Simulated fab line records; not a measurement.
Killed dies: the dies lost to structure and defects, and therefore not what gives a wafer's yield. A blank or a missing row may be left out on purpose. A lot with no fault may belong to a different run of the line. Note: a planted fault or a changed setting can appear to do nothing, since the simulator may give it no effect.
The tool behind it: which one? :: flow n5_finfet :: Sampling: 24 lots, 72 wafers, 5 of 1938 route steps

WHAT EACH GAUGE READ, for each wafer
N5_BEOL_M14_INSPECT_30: inspects for defects (macro).
lot: L074
measured: day 11 22:56
on: defect_inspect-01
raw_defect_count: 1 0 1

lot: L075
measured: day 12 08:17
on: defect_inspect-02
raw_defect_count: 2 4 2

lot: L077
measured: day 12 14:30
on: defect_inspect-01
raw_defect_count: 3 3 3

lot: L076
measured: day 12 18:48
on: defect_inspect-02
raw_defect_count: 1 5 2

lot: L079
measured: day 12 23:52
on: defect_inspect-02
raw_defect_count: 2 2 2

lot: L078
measured: day 13 10:08
on: defect_inspect-01
raw_defect_count: 3 0 4

lot: L080
measured: day 13 12:53
on: defect_inspect-02
raw_defect_count: 0 5 2

lot: L081
measured: day 13 19:17
on: defect_inspect-01
raw_defect_count: 2 3 2

lot: L082
measured: day 13 21:57
on: defect_inspect-01
raw_defect_count: 2 2 2

lot: L083
measured: day 14 05:55
on: defect_inspect-01
raw_defect_count: 2 3 1

lot: L084
measured: day 14 07:40
on: defect_inspect-01
raw_defect_count: 2 0 0

lot: L085
measured: day 14 23:14
on: defect_inspect-02
raw_defect_count: 1 1 6

lot: L087
measured: day 15 02:55
on: defect_inspect-02
raw_defect_count: 3 3 0

lot: L088
measured: day 15 02:58
on: defect_inspect-02
raw_defect_count: 5 4 2

lot: L086
measured: day 15 04:25
on: defect_inspect-02
raw_defect_count: 3 6 0

lot: L089
measured: day 15 11:20
on: defect_inspect-02
raw_defect_count: 1 0 1

lot: L091
measured: day 15 15:07
on: defect_inspect-02
raw_defect_count: 3 0 2

lot: L090
measured: day 15 21:09
on: defect_inspect-01
raw_defect_count: 1 3 4

lot: L092
measured: day 16 08:38
on: defect_inspect-02
raw_defect_count: 3 4 3

lot: L093
measured: day 16 09:35
on: defect_inspect-02
raw_defect_count: 1 1 3

lot: L094
measured: day 16 16:38
on: defect_inspect-01
raw_defect_count: 1 3 0

lot: L095
measured: day 17 00:47
on: defect_inspect-01
raw_defect_count: 1 4 1

lot: L097
measured: day 17 19:31
on: defect_inspect-01
raw_defect_count: 3 2 3

lot: L096
measured: day 18 03:25
on: defect_inspect-01
raw_defect_count: 2 2 4

N5_BEOL_M15_INSPECT_30: inspects for defects (macro).
lot: L074
measured: day 12 12:05
on: defect_inspect-02
raw_defect_count: 3 2 3

lot: L075
measured: day 12 14:53
on: defect_inspect-02
raw_defect_count: 0 4 2

lot: L077
measured: day 12 22:41
on: defect_inspect-01
raw_defect_count: 1 1 0

lot: L076
measured: day 13 00:47
on: defect_inspect-02
raw_defect_count: 2 6 3

lot: L079
measured: day 13 12:32
on: defect_inspect-01
raw_defect_count: 0 1 1

lot: L078
measured: day 13 18:25
on: defect_inspect-02
raw_defect_count: 3 3 2

lot: L080
measured: day 13 19:23
on: defect_inspect-01
raw_defect_count: 1 3 1

lot: L081
measured: day 14 01:06
on: defect_inspect-02
raw_defect_count: 3 3 0

lot: L082
measured: day 14 03:13
on: defect_inspect-02
raw_defect_count: 4 4 1

lot: L083
measured: day 14 12:38
on: defect_inspect-02
raw_defect_count: 1 3 2

lot: L084
measured: day 14 12:58
on: defect_inspect-02
raw_defect_count: 0 2 0

lot: L085
measured: day 15 04:32
on: defect_inspect-02
raw_defect_count: 0 0 0

lot: L087
measured: day 15 08:04
on: defect_inspect-02
raw_defect_count: 4 2 2

lot: L088
measured: day 15 10:45
on: defect_inspect-02
raw_defect_count: 3 0 1

lot: L086
measured: day 15 11:34
on: defect_inspect-02
raw_defect_count: 0 1 0

lot: L089
measured: day 15 16:14
on: defect_inspect-01
raw_defect_count: 2 1 1

lot: L091
measured: day 15 23:12
on: defect_inspect-01
raw_defect_count: 2 2 3

lot: L090
measured: day 16 03:25
on: defect_inspect-02
raw_defect_count: 3 2 2

lot: L092
measured: day 16 16:12
on: defect_inspect-02
raw_defect_count: 4 4 0

lot: L093
measured: day 16 17:56
on: defect_inspect-02
raw_defect_count: 1 2 4

lot: L094
measured: day 16 23:29
on: defect_inspect-02
raw_defect_count: 1 2 2

lot: L095
measured: day 17 05:16
on: defect_inspect-01
raw_defect_count: 2 2 3

lot: L097
measured: day 18 03:29
on: defect_inspect-01
raw_defect_count: 0 1 1

lot: L096
measured: day 18 12:02
on: defect_inspect-01
raw_defect_count: 1 1 2

WHAT TOOL EACH LOT RAN ON (gives the tool, then ch and the chambers of the sampled wafers, and finally the start)
lot: L074
N5_BEOL_M14_DEGAS_41: pvd_sputter-02, day 12 08:34
N5_BEOL_M14_SPUTTER_43: pvd_sputter-02, day 12 08:39
N5_BEOL_M15_ETCH_57: rie_diel-02 ch 1,3, day 12 11:16

lot: L075
N5_BEOL_M14_DEGAS_41: pvd_sputter-02, day 12 11:07
N5_BEOL_M14_SPUTTER_43: pvd_sputter-02, day 12 11:11
N5_BEOL_M15_ETCH_57: rie_diel-04 ch 0,3, day 12 13:56

lot: L077
N5_BEOL_M14_DEGAS_41: pvd_sputter-03, day 12 18:47
N5_BEOL_M14_SPUTTER_43: pvd_sputter-03, day 12 18:52
N5_BEOL_M15_ETCH_57: rie_diel-06 ch 2,3, day 12 21:43

lot: L076
N5_BEOL_M14_DEGAS_41: pvd_sputter-03, day 12 20:23
N5_BEOL_M14_SPUTTER_43: pvd_sputter-03, day 12 20:28
N5_BEOL_M15_ETCH_57: rie_diel-02 ch 0,1,3, day 12 23:49

lot: L079
N5_BEOL_M14_DEGAS_41: pvd_sputter-02, day 13 08:59
N5_BEOL_M14_SPUTTER_43: pvd_sputter-02, day 13 09:04
N5_BEOL_M15_ETCH_57: rie_diel-06 ch 0,2, day 13 11:42

lot: L078
N5_BEOL_M14_DEGAS_41: pvd_sputter-01, day 13 14:47
N5_BEOL_M14_SPUTTER_43: pvd_sputter-01, day 13 14:52
N5_BEOL_M15_ETCH_57: rie_diel-06 ch 1,2,3, day 13 17:36

lot: L080
N5_BEOL_M14_DEGAS_41: pvd_sputter-03, day 13 14:52
N5_BEOL_M14_SPUTTER_43: pvd_sputter-03, day 13 14:56
N5_BEOL_M15_ETCH_57: rie_diel-06 ch 0,2,3, day 13 18:34

lot: L081
N5_BEOL_M14_DEGAS_41: pvd_sputter-03, day 13 21:08
N5_BEOL_M14_SPUTTER_43: pvd_sputter-03, day 13 21:13
N5_BEOL_M15_ETCH_57: rie_diel-06 ch 0,1,2, day 14 00:16

lot: L082
N5_BEOL_M14_DEGAS_41: pvd_sputter-01, day 13 23:41
N5_BEOL_M14_SPUTTER_43: pvd_sputter-01, day 13 23:46
N5_BEOL_M15_ETCH_57: rie_diel-02 ch 0,2,3, day 14 02:16

lot: L083
N5_BEOL_M14_DEGAS_41: pvd_sputter-01, day 14 09:07
N5_BEOL_M14_SPUTTER_43: pvd_sputter-01, day 14 09:11
N5_BEOL_M15_ETCH_57: rie_diel-02 ch 0,1,3, day 14 11:47

lot: L084
N5_BEOL_M14_DEGAS_41: pvd_sputter-02, day 14 09:17
N5_BEOL_M14_SPUTTER_43: pvd_sputter-02, day 14 09:22
N5_BEOL_M15_ETCH_57: rie_diel-06 ch 0,1,3, day 14 12:08

lot: L085
N5_BEOL_M14_DEGAS_41: pvd_sputter-01, day 15 00:40
N5_BEOL_M14_SPUTTER_43: pvd_sputter-01, day 15 00:45
N5_BEOL_M15_ETCH_57: rie_diel-06 ch 1,2,3, day 15 03:41

lot: L087
N5_BEOL_M14_DEGAS_41: pvd_sputter-02, day 15 04:22
N5_BEOL_M14_SPUTTER_43: pvd_sputter-02, day 15 04:26
N5_BEOL_M15_ETCH_57: rie_diel-04 ch 0,1, day 15 07:14

lot: L088
N5_BEOL_M14_DEGAS_41: pvd_sputter-02, day 15 07:08
N5_BEOL_M14_SPUTTER_43: pvd_sputter-02, day 15 07:13
N5_BEOL_M15_ETCH_57: rie_diel-04 ch 0,1, day 15 09:55

lot: L086
N5_BEOL_M14_DEGAS_41: pvd_sputter-02, day 15 08:02
N5_BEOL_M14_SPUTTER_43: pvd_sputter-02, day 15 08:07
N5_BEOL_M15_ETCH_57: rie_diel-04 ch 0,2, day 15 10:44

lot: L089
N5_BEOL_M14_DEGAS_41: pvd_sputter-03, day 15 12:49
N5_BEOL_M14_SPUTTER_43: pvd_sputter-03, day 15 12:54
N5_BEOL_M15_ETCH_57: rie_diel-02 ch 0,2,3, day 15 15:24

lot: L091
N5_BEOL_M14_DEGAS_41: pvd_sputter-03, day 15 19:25
N5_BEOL_M14_SPUTTER_43: pvd_sputter-03, day 15 19:29
N5_BEOL_M15_ETCH_57: rie_diel-06 ch 1,2, day 15 22:22

lot: L090
N5_BEOL_M14_DEGAS_41: pvd_sputter-02, day 15 23:17
N5_BEOL_M14_SPUTTER_43: pvd_sputter-02, day 15 23:23
N5_BEOL_M15_ETCH_57: rie_diel-06 ch 1,2, day 16 02:20

lot: L092
N5_BEOL_M14_DEGAS_41: pvd_sputter-03, day 16 12:25
N5_BEOL_M14_SPUTTER_43: pvd_sputter-03, day 16 12:30
N5_BEOL_M15_ETCH_57: rie_diel-06 ch 0,3, day 16 15:11

lot: L093
N5_BEOL_M14_DEGAS_41: pvd_sputter-01, day 16 14:09
N5_BEOL_M14_SPUTTER_43: pvd_sputter-01, day 16 14:14
N5_BEOL_M15_ETCH_57: rie_diel-02 ch 0,1,2, day 16 16:59

lot: L094
N5_BEOL_M14_DEGAS_41: pvd_sputter-03, day 16 19:50
N5_BEOL_M14_SPUTTER_43: pvd_sputter-03, day 16 19:55
N5_BEOL_M15_ETCH_57: rie_diel-04 ch 0,1,3, day 16 22:32

lot: L095
N5_BEOL_M14_DEGAS_41: pvd_sputter-01, day 17 01:44
N5_BEOL_M14_SPUTTER_43: pvd_sputter-01, day 17 01:49
N5_BEOL_M15_ETCH_57: rie_diel-02 ch 0,1,2, day 17 04:26

lot: L097
N5_BEOL_M14_DEGAS_41: pvd_sputter-01, day 17 23:10
N5_BEOL_M14_SPUTTER_43: pvd_sputter-01, day 17 23:14
N5_BEOL_M15_ETCH_57: rie_diel-02 ch 0,3, day 18 02:40

lot: L096
N5_BEOL_M14_DEGAS_41: pvd_sputter-02, day 18 08:30
N5_BEOL_M14_SPUTTER_43: pvd_sputter-02, day 18 08:35
N5_BEOL_M15_ETCH_57: rie_diel-06 ch 1,2,3, day 18 11:05
- N5_BEOL_M14_DEGAS_41: time 60 s.
- N5_BEOL_M14_SPUTTER_43: material TaN, target thk 15 nm, time 24.19 s.
- N5_BEOL_M15_ETCH_57: etches SOC in N2/H2, time 750 s.

AS READ BY THE TOOLS THEMSELVES (means over the sampled wafers that have a number; for cases with no such wafer, the mark the record gives instead)
N5_BEOL_M14_DEGAS_41.
lot: L074
tool: pvd_sputter-02
heater_power_w (W): 478

lot: L075
tool: pvd_sputter-02
heater_power_w (W): 470

lot: L077
tool: pvd_sputter-03
heater_power_w (W): 465

lot: L076
tool: pvd_sputter-03
heater_power_w (W): 490

lot: L079
tool: pvd_sputter-02
heater_power_w (W): 464

lot: L078
tool: pvd_sputter-01
heater_power_w (W): 496

lot: L080
tool: pvd_sputter-03
heater_power_w (W): 479

lot: L081
tool: pvd_sputter-03
heater_power_w (W): 471

lot: L082
tool: pvd_sputter-01
heater_power_w (W): 468

lot: L083
tool: pvd_sputter-01
heater_power_w (W): 457

lot: L084
tool: pvd_sputter-02
heater_power_w (W): 473

lot: L085
tool: pvd_sputter-01
heater_power_w (W): 487

lot: L087
tool: pvd_sputter-02
heater_power_w (W): 461

lot: L088
tool: pvd_sputter-02
heater_power_w (W): 457

lot: L086
tool: pvd_sputter-02
heater_power_w (W): 466

lot: L089
tool: pvd_sputter-03
heater_power_w (W): 470

lot: L091
tool: pvd_sputter-03
heater_power_w (W): 501

lot: L090
tool: pvd_sputter-02
heater_power_w (W): 477

lot: L092
tool: pvd_sputter-03
heater_power_w (W): 457

lot: L093
tool: pvd_sputter-01
heater_power_w (W): 463

lot: L094
tool: pvd_sputter-03
heater_power_w (W): 482

lot: L095
tool: pvd_sputter-01
heater_power_w (W): 467

lot: L097
tool: pvd_sputter-01
heater_power_w (W): 436

lot: L096
tool: pvd_sputter-02
heater_power_w (W): 464

N5_BEOL_M14_SPUTTER_43.
lot: L074
tool: pvd_sputter-02
throttle_valve_pct (%): 30.7

lot: L075
tool: pvd_sputter-02
throttle_valve_pct (%): 30.3

lot: L077
tool: pvd_sputter-03
throttle_valve_pct (%): 29.5

lot: L076
tool: pvd_sputter-03
throttle_valve_pct (%): 31.7

lot: L079
tool: pvd_sputter-02
throttle_valve_pct (%): 30.2

lot: L078
tool: pvd_sputter-01
throttle_valve_pct (%): 30.4

lot: L080
tool: pvd_sputter-03
throttle_valve_pct (%): 31.0

lot: L081
tool: pvd_sputter-03
throttle_valve_pct (%): 29.2

lot: L082
tool: pvd_sputter-01
throttle_valve_pct (%): 31.1

lot: L083
tool: pvd_sputter-01
throttle_valve_pct (%): 31.1

lot: L084
tool: pvd_sputter-02
throttle_valve_pct (%): 30.2

lot: L085
tool: pvd_sputter-01
throttle_valve_pct (%): 30.7

lot: L087
tool: pvd_sputter-02
throttle_valve_pct (%): 30.5

lot: L088
tool: pvd_sputter-02
throttle_valve_pct (%): 30.3

lot: L086
tool: pvd_sputter-02
throttle_valve_pct (%): 30.3

lot: L089
tool: pvd_sputter-03
throttle_valve_pct (%): 30.6

lot: L091
tool: pvd_sputter-03
throttle_valve_pct (%): 31.0

lot: L090
tool: pvd_sputter-02
throttle_valve_pct (%): 30.6

lot: L092
tool: pvd_sputter-03
throttle_valve_pct (%): 29.8

lot: L093
tool: pvd_sputter-01
throttle_valve_pct (%): 31.1

lot: L094
tool: pvd_sputter-03
throttle_valve_pct (%): 30.3

lot: L095
tool: pvd_sputter-01
throttle_valve_pct (%): 31.1

lot: L097
tool: pvd_sputter-01
throttle_valve_pct (%): 31.5

lot: L096
tool: pvd_sputter-02
throttle_valve_pct (%): 30.2

N5_BEOL_M15_ETCH_57.
lot: L074
tool: rie_diel-02
drypump_motor_current_A (A): 5.3
h2_flow_sccm (sccm): 199.7
oes_product_au (a.u.): 0.77
rf_vpp_V (V): 521.4
showerhead_plenum_p_Torr (Torr): 2.43
throttle_valve_pct (%): 17.9

lot: L075
tool: rie_diel-04
drypump_motor_current_A (A): 5.5
h2_flow_sccm (sccm): 199.5
oes_product_au (a.u.): 0.83
rf_vpp_V (V): 523.2
showerhead_plenum_p_Torr (Torr): 2.54
throttle_valve_pct (%): 17.9

lot: L077
tool: rie_diel-06
drypump_motor_current_A (A): 5.1
h2_flow_sccm (sccm): 200.3
oes_product_au (a.u.): 0.76
rf_vpp_V (V): 522.4
showerhead_plenum_p_Torr (Torr): 2.48
throttle_valve_pct (%): 18.0

lot: L076
tool: rie_diel-02
drypump_motor_current_A (A): 5.6
h2_flow_sccm (sccm): 200.2
oes_product_au (a.u.): 0.76
rf_vpp_V (V): 522.3
showerhead_plenum_p_Torr (Torr): 2.45
throttle_valve_pct (%): 17.9

lot: L079
tool: rie_diel-06
drypump_motor_current_A (A): 5.2
h2_flow_sccm (sccm): 199.7
oes_product_au (a.u.): 0.82
rf_vpp_V (V): 522.9
showerhead_plenum_p_Torr (Torr): 2.51
throttle_valve_pct (%): 17.9

lot: L078
tool: rie_diel-06
drypump_motor_current_A (A): 5.1
h2_flow_sccm (sccm): 200.1
oes_product_au (a.u.): 0.83
rf_vpp_V (V): 524.7
showerhead_plenum_p_Torr (Torr): 2.58
throttle_valve_pct (%): 17.8

lot: L080
tool: rie_diel-06
drypump_motor_current_A (A): 5.1
h2_flow_sccm (sccm): 200.1
oes_product_au (a.u.): 0.78
rf_vpp_V (V): 521.6
showerhead_plenum_p_Torr (Torr): 2.49
throttle_valve_pct (%): 18.0

lot: L081
tool: rie_diel-06
drypump_motor_current_A (A): 5.1
h2_flow_sccm (sccm): 199.6
oes_product_au (a.u.): 0.85
rf_vpp_V (V): 525.1
showerhead_plenum_p_Torr (Torr): 2.59
throttle_valve_pct (%): 17.7

lot: L082
tool: rie_diel-02
drypump_motor_current_A (A): 5.6
h2_flow_sccm (sccm): 200.5
oes_product_au (a.u.): 0.80
rf_vpp_V (V): 521.9
showerhead_plenum_p_Torr (Torr): 2.47
throttle_valve_pct (%): 17.9

lot: L083
tool: rie_diel-02
drypump_motor_current_A (A): 5.6
h2_flow_sccm (sccm): 199.9
oes_product_au (a.u.): 0.76
rf_vpp_V (V): 522.4
showerhead_plenum_p_Torr (Torr): 2.45
throttle_valve_pct (%): 17.9

lot: L084
tool: rie_diel-06
drypump_motor_current_A (A): 5.3
h2_flow_sccm (sccm): 200.2
oes_product_au (a.u.): 0.79
rf_vpp_V (V): 522.9
showerhead_plenum_p_Torr (Torr): 2.53
throttle_valve_pct (%): 18.0

lot: L085
tool: rie_diel-06
drypump_motor_current_A (A): 5.1
h2_flow_sccm (sccm): 199.7
oes_product_au (a.u.): 0.82
rf_vpp_V (V): 524.4
showerhead_plenum_p_Torr (Torr): 2.57
throttle_valve_pct (%): 17.8

lot: L087
tool: rie_diel-04
drypump_motor_current_A (A): 6.2
h2_flow_sccm (sccm): 200.1
oes_product_au (a.u.): 0.78
rf_vpp_V (V): 523.0
showerhead_plenum_p_Torr (Torr): 2.52
throttle_valve_pct (%): 17.7

lot: L088
tool: rie_diel-04
drypump_motor_current_A (A): 6.2
h2_flow_sccm (sccm): 199.4
oes_product_au (a.u.): 0.79
rf_vpp_V (V): 524.5
showerhead_plenum_p_Torr (Torr): 2.51
throttle_valve_pct (%): 17.7

lot: L086
tool: rie_diel-04
drypump_motor_current_A (A): 5.8
h2_flow_sccm (sccm): 199.4
oes_product_au (a.u.): 0.87
rf_vpp_V (V): 523.0
showerhead_plenum_p_Torr (Torr): 2.53
throttle_valve_pct (%): 18.0

lot: L089
tool: rie_diel-02
drypump_motor_current_A (A): 5.6
h2_flow_sccm (sccm): 200.0
oes_product_au (a.u.): 0.79
rf_vpp_V (V): 522.1
showerhead_plenum_p_Torr (Torr): 2.47
throttle_valve_pct (%): 17.9

lot: L091
tool: rie_diel-06
drypump_motor_current_A (A): 5.0
h2_flow_sccm (sccm): 200.0
oes_product_au (a.u.): 0.87
rf_vpp_V (V): 527.1
showerhead_plenum_p_Torr (Torr): 2.67
throttle_valve_pct (%): 17.6

lot: L090
tool: rie_diel-06
drypump_motor_current_A (A): 5.0
h2_flow_sccm (sccm): 200.0
oes_product_au (a.u.): 0.87
rf_vpp_V (V): 527.9
showerhead_plenum_p_Torr (Torr): 2.67
throttle_valve_pct (%): 17.6

lot: L092
tool: rie_diel-06
drypump_motor_current_A (A): 5.3
h2_flow_sccm (sccm): 200.4
oes_product_au (a.u.): 0.71
rf_vpp_V (V): 520.7
showerhead_plenum_p_Torr (Torr): 2.42
throttle_valve_pct (%): 18.2

lot: L093
tool: rie_diel-02
drypump_motor_current_A (A): 5.9
h2_flow_sccm (sccm): 200.0
oes_product_au (a.u.): 0.80
rf_vpp_V (V): 521.7
showerhead_plenum_p_Torr (Torr): 2.48
throttle_valve_pct (%): 17.7

lot: L094
tool: rie_diel-04
drypump_motor_current_A (A): 5.8
h2_flow_sccm (sccm): 199.9
oes_product_au (a.u.): 0.83
rf_vpp_V (V): 523.3
showerhead_plenum_p_Torr (Torr): 2.55
throttle_valve_pct (%): 17.7

lot: L095
tool: rie_diel-02
drypump_motor_current_A (A): 5.9
h2_flow_sccm (sccm): 199.8
oes_product_au (a.u.): 0.79
rf_vpp_V (V): 522.7
showerhead_plenum_p_Torr (Torr): 2.47
throttle_valve_pct (%): 17.7

lot: L097
tool: rie_diel-02
drypump_motor_current_A (A): 5.4
h2_flow_sccm (sccm): 199.7
oes_product_au (a.u.): 0.72
rf_vpp_V (V): 520.7
showerhead_plenum_p_Torr (Torr): 2.43
throttle_valve_pct (%): 18.2

lot: L096
tool: rie_diel-06
drypump_motor_current_A (A): 5.1
h2_flow_sccm (sccm): 200.2
oes_product_au (a.u.): 0.79
rf_vpp_V (V): 523.9
showerhead_plenum_p_Torr (Torr): 2.56
throttle_valve_pct (%): 17.9

THE ANSWER, worked out from the rows above alone
Rule: what is usual is taken from the lots themselves. The widest of any qualifying gaps counts: lots, ordered by their means at a reading, are off when they make up no more than a third of the lots, leave a main group of 4 or more, and stand apart from it by 3 or more times the standard deviation of that group's means. Not used: any main group whose means are identical at the precision the tables above print for the reading. A lot without any number at a reading at which 4 lots or more have one is off too. The other lots that the step has rows for count as sound. First the gauges in route order, then the tools' own readings, where a lot's mean is used as printed above. The first step at which some lot is off is used, and at that step the reading that is off furthest; a lot without a number counts as furthest.
None of the lots is off at any reading shown; this tells nothing.

WHAT WAS PUT IN BY THE SIMULATOR
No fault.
